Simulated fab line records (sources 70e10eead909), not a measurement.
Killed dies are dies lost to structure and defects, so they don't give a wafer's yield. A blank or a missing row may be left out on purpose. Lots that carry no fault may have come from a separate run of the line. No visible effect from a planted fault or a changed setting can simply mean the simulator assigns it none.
Matching of chambers ; flow nand_harc ; 4 sister chambers for NHARC_P_M2_ETCH_35 on rie_diel-13
The step etches the open film in N2/H2, target depth 40 nm, overetch 12 nm, time 43.94 s. 8 wafers are shown with their chamber, then 7 later ones without.

EACH WAFER AND ITS CHAMBER
wafer;chamber;drypump_motor_current_A (A);run_length_s (s)
L884.1;0;5.7;64.1
L886.1;0;5.7;64.6
L886.4;2;5.8;65.6
L888.1;1;6.7;65.7
L888.3;3;6.2;65.4
L888.6;2;5.8;65.7
L889.1;3;6.2;65.8
L889.5;1;6.6;65.4

WAFERS WHOSE CHAMBER IS MISSING
wafer;drypump_motor_current_A (A);run_length_s (s)
L889.6;5.8;65.3
L890.1;6.2;65.9
L890.2;6.7;65.2
L890.4;5.8;65.4
L895.1;5.9;65.6
L895.3;6.6;65.1
L895.5;6.6;65.3

THE CHAMBER EACH PASSED THROUGH
wafer;from the rows above;in truth
L889.6;2;2
L890.1;3;3
L890.2;1;1
L890.4;2;2
L895.1;2;2
L895.3;1;1
L895.5;1;1
Placed correctly: 7 of 7. Not placeable from these rows: 0. Number placed wrongly: 0.
How it was worked out, from the rows above alone: a wafer's distance from a chamber is the root of the sum, over the readings, of the square of ((its reading less the chamber's mean) divided by the reading's scatter). The wafer belongs to the nearest chamber; if the next one is less than 2 further off, it can't be placed. The mean given for a chamber averages the wafers shown for that chamber. The scatter: the root of (the sum of the squares of (reading less its chamber's mean) over the shown wafers, divided by (wafers less chambers)).
